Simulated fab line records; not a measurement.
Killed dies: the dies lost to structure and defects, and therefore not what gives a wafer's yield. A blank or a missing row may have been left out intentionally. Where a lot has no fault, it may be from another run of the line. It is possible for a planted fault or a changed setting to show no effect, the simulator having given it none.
Commonality check across tools -- flow nand_harc -- Sampled: 4 lots, 12 wafers

## THE REASON FOR OPENING IT
On 2 of the 4 lots, a flag is raised at NHARC_END_SORT_01 on the reading killed_at_periphery. Fault-free wafers read 3.7, with a standard deviation of 2.6.
Rule: a lot gets a flag if all its wafers with a number sit over 4 standard deviations from that mean, or if no wafer of it has a number. The rest of the lots are taken to be sound.

lot,measured,on,"killed_at_periphery, wafer by wafer",flag
L798,day 21 04:43,prober-02,422 422 452,FLAGGED
L802,day 22 03:57,prober-02,429 448 448,FLAGGED
L808,day 23 15:43,prober-02,1 2 1,
L810,day 24 01:05,prober-02,3 6 2,
The numbers of the flagged lots are 436.8 on average: +433.1 against the usual, or +99 or more standard deviations.

## TOOL THAT RAN EACH LOT
Before the reading, the record contains 3 process steps out of a 1159-step route. In each cell: the tool, then ch and the chambers that the sampled wafers went through, then the start.
lot,flag,NHARC_P_BONDPAD_ECD_18,NHARC_THIN_TSV_CMP_01,NHARC_THIN_TSV_DEGAS_49
L798,FLAGGED,"ecd_cu-02 ch 0,1, day 8 06:11","cmp-04 ch 0,3, day 20 09:19","pvd_sputter-02, day 20 13:28"
L802,FLAGGED,"ecd_cu-02 ch 0,1, day 9 18:59","cmp-03 ch 2,3, day 21 10:58","pvd_sputter-03, day 21 14:57"
L808,,"ecd_cu-01 ch 0,1, day 10 13:55","cmp-03 ch 0,1, day 22 18:56","pvd_sputter-02, day 22 23:04"
L810,,"ecd_cu-01 ch 0,1, day 11 04:07","cmp-01 ch 0,2,3, day 23 02:32","pvd_sputter-02, day 23 06:44"
These steps, and what they do:
- NHARC_P_BONDPAD_ECD_18: material Cu, target thk 400 nm.
- NHARC_THIN_TSV_CMP_01: polishes.
- NHARC_THIN_TSV_DEGAS_49: time 120 s.
- NHARC_END_SORT_01

## FLAGGED OVER TOTAL, TOOL BY TOOL (the gauges that took the reading come last)
step,tool,lots run,flagged,share of the flagged lots,sound lots run after its first flagged lot
NHARC_P_BONDPAD_ECD_18,ecd_cu-01,2,0,none,-
NHARC_P_BONDPAD_ECD_18,ecd_cu-02,2,2,all,0
NHARC_THIN_TSV_CMP_01,cmp-01,1,0,none,-
NHARC_THIN_TSV_CMP_01,cmp-03,2,1,some,1 (L808)
NHARC_THIN_TSV_CMP_01,cmp-04,1,1,some,0
NHARC_THIN_TSV_DEGAS_49,pvd_sputter-02,3,1,some,"2 (L808,L810)"
NHARC_THIN_TSV_DEGAS_49,pvd_sputter-03,1,1,some,0
NHARC_END_SORT_01,prober-02,4,2,all,"2 (L808,L810)"

## WHAT THE TABLE PERMITS
Every flagged lot went through 2 rows of the table: ecd_cu-02 at NHARC_P_BONDPAD_ECD_18 and prober-02 at NHARC_END_SORT_01.
- ecd_cu-02 at NHARC_P_BONDPAD_ECD_18: 2 of its 2 lots flagged. Because this sample shows no sound lot run on it before its first flagged lot, the start cannot be pinned down more closely.
- prober-02 at NHARC_END_SORT_01: 2 of its 4 lots flagged. After the first flagged lot (L808, L810), sound lots still ran on it; a lasting fault on the whole tool would not permit that.
One tool is left: ecd_cu-02 at NHARC_P_BONDPAD_ECD_18.

## WHAT THE SIMULATOR HAD PUT IN
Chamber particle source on ecd_cu-02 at NHARC_P_BONDPAD_ECD_18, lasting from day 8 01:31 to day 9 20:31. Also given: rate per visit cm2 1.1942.
Lots struck among those shown: L798, L802. This agrees with what the rule above found.
